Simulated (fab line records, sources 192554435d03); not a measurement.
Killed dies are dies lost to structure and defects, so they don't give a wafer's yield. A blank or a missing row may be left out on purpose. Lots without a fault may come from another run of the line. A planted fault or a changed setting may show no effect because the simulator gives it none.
A struck lot beside a sound one | flow n5_finfet | 14 steps out of a route of 1938
Sound: wafers L297.3, L297.4, L297.6. Struck: wafers L307.1, L307.4, L307.6. The cause comes at the end.
At each step with rows: each side's tool, then ch and its chambers, then its first start. Under that, the readings that differ: sound wafers | struck wafers | difference of the means | sigmas: that difference in standard deviations of wafers without a fault.
alike: readings whose means differ by less than 2 such deviations, and words and numbers that are the same on both sides. not compared: withheld readings, readings that some wafer has no value for, bounds like >300 that may hide the same value, and numbers for which the record gives no deviation and whose values overlap.
The two part at a step that has a row with sigmas, a row that says differs or no value, or rows on one side only. Numbers that don't overlap but have no deviation are shown without sigmas and don't part them. A reading that every wafer of one side lacks parts them only if that side has two wafers or more.

N5_MOL_CONTACT_COAG_ALD_27: deposits SiOC, target thk 17 nm, pulse time 1.5 s, time 2720 s.
  sound on ald_sin-01 ch 1,2,3, day 5 23:55; struck on ald_sin-04 ch 1,2, day 8 12:19
  alike: heater_power_w, precursor_pulse_height_rel, susceptor_temp_C
N5_MOL_CONTACT_COAG_CMP_28: polishes, stops on SiNx, t overpolish 0.85 s, target thk 14.522 nm.
  sound on cmp-02 ch 0,2,3, day 6 01:34; struck on cmp-01 ch 0,2, day 8 13:56
  alike: motor_current_A, time_to_endpoint_s
N5_MOL_CONTACT_COAG_THK_MEAS_29:
  sound on film_metro-01, day 6 01:47; struck on film_metro-01, day 8 14:11
  alike: MD_CAP_THK
N5_MOL_CONTACT_COAG_ALD_123: deposits SiNx, target thk 5 nm, pulse time 1 s, purge time 2 s.
  sound on ald_sin-01 ch 0,2, day 6 01:49; struck on ald_sin-04 ch 0,2, day 8 15:55
  reading            | sound       | struck      | difference | sigmas
  heater_power_w (W) | 823 862 830 | 725 659 648 | -161       | -2
  alike: precursor_pulse_height_rel, susceptor_temp_C
then, 8 steps without rows for these wafers: N5_MOL_CONTACT_COAG_PECVD_31 (deposits SiO2 from TEOS/O2, target thk 46 nm, time 8.9 s); N5_MOL_CONTACT_COAG_COAT_75 (time 60 s, resist thk 60 nm); N5_MOL_CONTACT_COAG_COAT_76 (time 60 s, resist thk 10 nm); N5_MOL_CONTACT_COAG_COAT_77 (time 60 s, resist thk 10 nm); N5_MOL_CONTACT_COAG_COAT_78 (resist thk 40 nm); N5_MOL_CONTACT_COAG_EBR_80; N5_MOL_CONTACT_COAG_SOFTBAKE_79 (time 60 s); N5_MOL_CONTACT_COAG_EXPOSE_81 (exposes mask VG, defocus 0 nm).
N5_MOL_CONTACT_COAG_PEB_82: peb time 60 s.
  sound on litho_track-03 ch 0, day 6 02:35; struck on litho_track-01, day 8 16:48
  no value came back on the struck wafers for chill_plate_temp_C (C), exhaust_pa (Pa); on the sound wafers chill_plate_temp_C (C) reads 23.02 22.98 23.01
then, 1 step without rows for these wafers: N5_MOL_CONTACT_COAG_DEVELOP_83 (develop time 30 s).

WHERE THEY PART
First at N5_MOL_CONTACT_COAG_ALD_123; last, within this record, at N5_MOL_CONTACT_COAG_PEB_82.

WHY: what the simulator had put in
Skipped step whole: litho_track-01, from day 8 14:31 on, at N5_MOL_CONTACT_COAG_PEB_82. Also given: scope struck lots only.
